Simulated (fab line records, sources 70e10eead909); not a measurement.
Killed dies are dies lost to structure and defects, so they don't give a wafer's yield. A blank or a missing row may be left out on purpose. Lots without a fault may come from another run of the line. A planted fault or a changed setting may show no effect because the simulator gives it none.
Which tool did it? | flow nand_harc | 11 lots, 33 wafers sampled, at 6 steps of a route of 1302

WHAT THE GAUGES READ, wafer by wafer
NHARC_P_ZERO_WELL_CD_MEAS_24: target cd 720 nm. Usual: cd_nm 719.5 nm, standard deviation 2.2.
lot  | measured     | on        | cd_nm (nm)        | flag
L665 | day 1 22:28  | cd_sem-02 | 724.1 718.5 719.9 |
L667 | day 2 18:47  | cd_sem-02 | - - -             | OFF
L668 | day 3 04:29  | cd_sem-03 | 720.5 721.7 719.3 |
L671 | day 4 10:27  | cd_sem-01 | 716.8 718.1 719.9 |
L678 | day 7 08:27  | cd_sem-03 | 718.6 717.0 718.7 |
L680 | day 8 04:35  | cd_sem-01 | 721.0 722.2 723.0 |
L681 | day 8 15:11  | cd_sem-02 | 721.6 722.2 720.6 |
L683 | day 9 10:37  | cd_sem-01 | 717.4 715.9 716.1 |
L686 | day 10 16:35 | cd_sem-02 | 717.8 715.6 719.8 |
L687 | day 11 02:26 | cd_sem-02 | 719.3 718.0 719.9 |
L688 | day 11 12:35 | cd_sem-03 | 714.5 719.0 719.9 |

NHARC_END_SORT_01. Usual: killed_at_array 55, standard deviation 20; killed_at_other 1.1, standard deviation 1.2; killed_at_periphery 3.8, standard deviation 2.8; killed_dies 60, standard deviation 19; killed_open 3.4, standard deviation 1.9; killed_short 2.2, standard deviation 1.5.
lot  | measured     | on        | killed_at_array | killed_at_other | killed_at_periphery | killed_dies | killed_open | killed_short | flag
L667 | day 24 23:59 | prober-02 | 68 69 78        | 1 0 1           | 608 608 598         | 677 677 677 | 0 4 4       | 6 1 5        | OFF
L681 | day 30 09:15 | prober-01 | 63 50 65        | 1 0 1           | 3 4 5               | 67 54 71    | 7 3 6       | 6 2 5        |
L687 | day 33 13:15 | prober-02 | 29 20 17        | 1 0 1           | 5 4 2               | 35 24 20    | 7 3 5       | 3 4 2        |

WHICH TOOL RAN EACH LOT (tool, then ch and the chambers of the sampled wafers, then the start)
lot  | NHARC_P_ZERO_WELL_ETCH_63        | NHARC_P_ZERO_WELL_EXPOSE_21       | NHARC_P_ZERO_WELL_DESCUM_39        | NHARC_P_STI_DESCUM_14
L665 | rie_si-04 ch 0,1,3, day 1 21:32  | krf_scanner-04 ch 0, day 1 22:19  | rie_diel-01 ch 1,2,3, day 2 00:17  | rie_diel-09 ch 0,1,2, day 2 20:41
L667 | rie_si-06 ch 0,1,2, day 2 17:53  | krf_scanner-03 ch 0, day 2 18:38  | rie_diel-01 ch 0,1,2, day 2 20:36  | -
L668 | rie_si-04 ch 0,1,2, day 3 03:39  | krf_scanner-03 ch 0, day 3 04:20  | rie_diel-12 ch 0,3, day 3 06:09    | rie_diel-04 ch 0,1,3, day 4 00:48
L671 | rie_si-06 ch 1,3, day 4 09:32    | krf_scanner-03 ch 0, day 4 10:18  | rie_diel-01 ch 1,2, day 4 12:16    | rie_diel-10 ch 1,3, day 5 07:23
L678 | rie_si-06 ch 0,1,3, day 7 07:32  | krf_scanner-03 ch 0, day 7 08:17  | rie_diel-01 ch 0,1, day 7 12:37    | rie_diel-09 ch 0,1,3, day 8 07:23
L680 | rie_si-03 ch 0,2, day 8 03:41    | krf_scanner-03 ch 0, day 8 04:26  | rie_diel-06 ch 0,2,3, day 8 06:17  | rie_diel-09 ch 1,2,3, day 9 04:24
L681 | rie_si-04 ch 1,2, day 8 14:23    | krf_scanner-03 ch 0, day 8 15:02  | rie_diel-01 ch 1,2,3, day 8 16:54  | rie_diel-04 ch 0,2, day 9 11:29
L683 | rie_si-03 ch 0,1,3, day 9 09:41  | krf_scanner-03 ch 0, day 9 10:28  | rie_diel-06 ch 0,2,3, day 9 14:47  | rie_diel-09 ch 0,1,2, day 10 14:27
L686 | rie_si-06 ch 0,1,3, day 10 15:41 | krf_scanner-04 ch 0, day 10 16:26 | rie_diel-06 ch 0,1,3, day 10 18:24 | rie_diel-10 ch 0,1, day 11 12:32
L687 | rie_si-06 ch 0,2,3, day 11 01:32 | krf_scanner-01 ch 0, day 11 02:17 | rie_diel-01 ch 2,3, day 11 04:14   | rie_diel-04 ch 0,2, day 11 22:52
L688 | rie_si-04 ch 0,2, day 11 11:40   | krf_scanner-03 ch 0, day 11 12:25 | rie_diel-01 ch 0,2,3, day 11 14:19 | rie_diel-04 ch 0,2,3, day 12 11:57
- NHARC_P_ZERO_WELL_ETCH_63: etches the open film in HBr/Cl2, target depth 120 nm, time 40.1 s.
- NHARC_P_ZERO_WELL_EXPOSE_21: exposes mask P NWELL, target cd 720 nm.
- NHARC_P_ZERO_WELL_DESCUM_39: chemistry O2, time 3 s.
- NHARC_P_STI_DESCUM_14: chemistry O2, time 3 s.

WHAT THE TOOLS THEMSELVES READ (means of the sampled wafers that have a number; where no wafer has one, the mark that the record gives instead)
NHARC_P_ZERO_WELL_ETCH_63. Usual: drypump_motor_current_A 5.5 A, standard deviation 0.37; hbr_flow_sccm 150.0 sccm, standard deviation 0.49; oes_product_au 0.999 a.u., standard deviation 0.011; rf_fwd_power_W 395.3 W, standard deviation 2.1; throttle_valve_pct 26.405 %, standard deviation 0.0099.
lot  | tool      | drypump_motor_current_A (A) | hbr_flow_sccm (sccm) | oes_product_au (a.u.) | rf_fwd_power_W (W) | throttle_valve_pct (%) | flag
L665 | rie_si-04 | 5.4                         | 150.0                | 0.993                 | 398.3              | 26.403                 |
L667 | rie_si-06 | 5.5                         | 150.0                | 1.002                 | 393.6              | 26.406                 |
L668 | rie_si-04 | 5.2                         | 150.1                | 0.998                 | 398.0              | 26.403                 |
L671 | rie_si-06 | 6.0                         | 150.3                | 0.993                 | 393.3              | 26.411                 |
L678 | rie_si-06 | 5.7                         | 150.0                | 1.002                 | 394.8              | 26.405                 |
L680 | rie_si-03 | 5.7                         | 149.9                | 0.997                 | 394.4              | 26.405                 |
L681 | rie_si-04 | 5.4                         | 149.9                | 0.990                 | 393.9              | 26.404                 |
L683 | rie_si-03 | 5.8                         | 149.9                | 1.006                 | 393.0              | 26.407                 |
L686 | rie_si-06 | 5.7                         | 150.4                | 0.998                 | 393.9              | 26.410                 |
L687 | rie_si-06 | 5.3                         | 149.8                | 0.989                 | 395.1              | 26.408                 |
L688 | rie_si-04 | 5.1                         | 150.1                | 0.979                 | 398.0              | 26.401                 |

NHARC_P_ZERO_WELL_DESCUM_39. Usual: drypump_motor_current_A 5.8 A, standard deviation 0.35; o2_flow_sccm 200.0 sccm, standard deviation 0.59; oes_product_au 1.004 a.u., standard deviation 0.0098; rf_vpp_V 57.8 V, standard deviation 0.97; showerhead_plenum_p_Torr 1.88 Torr, standard deviation 0.091; throttle_valve_pct 11.310 %, standard deviation 0.0088.
lot  | tool        | drypump_motor_current_A (A) | o2_flow_sccm (sccm) | oes_product_au (a.u.) | rf_vpp_V (V) | showerhead_plenum_p_Torr (Torr) | throttle_valve_pct (%) | flag
L665 | rie_diel-01 | 6.0                         | 199.9               | 1.000                 | 57.7         | 1.81                            | 11.315                 |
L667 | rie_diel-01 | 5.8                         | 199.7               | 1.010                 | 58.1         | 1.87                            | 11.317                 |
L668 | rie_diel-12 | 5.8                         | 200.3               | 1.013                 | 57.5         | 1.80                            | 11.306                 |
L671 | rie_diel-01 | 5.9                         | 200.5               | 0.997                 | 57.2         | 1.81                            | 11.310                 |
L678 | rie_diel-01 | 6.1                         | 200.0               | 1.010                 | 58.5         | 1.87                            | 11.307                 |
L680 | rie_diel-06 | 5.5                         | 199.9               | 1.014                 | 57.3         | 1.94                            | 11.318                 |
L681 | rie_diel-01 | 6.0                         | 199.8               | 1.005                 | 57.4         | 1.80                            | 11.303                 |
L683 | rie_diel-06 | 5.5                         | 199.7               | 1.007                 | 57.6         | 1.93                            | 11.309                 |
L686 | rie_diel-06 | 5.7                         | 200.3               | 1.014                 | 57.9         | 1.88                            | 11.318                 |
L687 | rie_diel-01 | 5.8                         | 200.1               | 0.998                 | 58.7         | 1.98                            | 11.311                 |
L688 | rie_diel-01 | 5.6                         | 199.9               | 1.000                 | 57.5         | 1.93                            | 11.312                 |

NHARC_P_STI_DESCUM_14. Usual: drypump_motor_current_A 5.5 A, standard deviation 0.45; o2_flow_sccm 199.9 sccm, standard deviation 0.65; oes_product_au 1.002 a.u., standard deviation 0.01; rf_vpp_V 57.8 V, standard deviation 0.96; showerhead_plenum_p_Torr 1.93 Torr, standard deviation 0.078; throttle_valve_pct 11.313 %, standard deviation 0.0091.
lot  | tool        | drypump_motor_current_A (A) | o2_flow_sccm (sccm) | oes_product_au (a.u.) | rf_vpp_V (V) | showerhead_plenum_p_Torr (Torr) | throttle_valve_pct (%) | flag
L665 | rie_diel-09 | 5.8                         | 200.0               | 1.003                 | 58.4         | 1.99                            | 11.317                 |
L668 | rie_diel-04 | 5.8                         | 199.6               | 1.004                 | 58.2         | 2.00                            | 11.308                 |
L671 | rie_diel-10 | 5.1                         | 199.6               | 0.991                 | 56.9         | 1.81                            | 11.309                 |
L678 | rie_diel-09 | 5.9                         | 200.3               | 1.007                 | 57.8         | 1.95                            | 11.311                 |
L680 | rie_diel-09 | 5.9                         | 201.0               | 1.015                 | 58.4         | 1.96                            | 11.313                 |
L681 | rie_diel-04 | 5.4                         | 200.3               | 0.999                 | 57.5         | 1.88                            | 11.312                 |
L683 | rie_diel-09 | 5.8                         | 199.8               | 1.005                 | 58.5         | 1.99                            | 11.314                 |
L686 | rie_diel-10 | 5.0                         | 200.2               | 0.999                 | 57.5         | 1.87                            | 11.320                 |
L687 | rie_diel-04 | 5.4                         | 199.7               | 1.013                 | 57.6         | 1.88                            | 11.317                 |
L688 | rie_diel-04 | 5.4                         | 199.9               | 1.003                 | 57.7         | 1.94                            | 11.321                 |

THE ANSWER, worked out from the rows above alone
Rule: a lot is off if the mean of its wafers that have a number lies more than 3 standard deviations from the usual mean. A lot without any number at a reading at which 4 lots or more have one is off too. The other lots that the step has rows for count as sound. The gauges are gone through in route order, then the tools' own readings, and for those a lot's mean is taken as printed above. The first step at which some lot is off is used, and at that step the reading that is off furthest; a lot without a number counts as furthest.
Off: L667, at NHARC_P_ZERO_WELL_CD_MEAS_24 (cd_nm). Without a number there: L667.
A tool fits if, at a process step before that reading, it ran every lot that is off, and no sound lot after the first of them. The gauges at NHARC_P_ZERO_WELL_CD_MEAS_24 aren't tried: what is off there is off at NHARC_END_SORT_01 too, on other tools, and a gauge's error can't cause that. None of those tried fits.

WHAT THE SIMULATOR HAD PUT IN
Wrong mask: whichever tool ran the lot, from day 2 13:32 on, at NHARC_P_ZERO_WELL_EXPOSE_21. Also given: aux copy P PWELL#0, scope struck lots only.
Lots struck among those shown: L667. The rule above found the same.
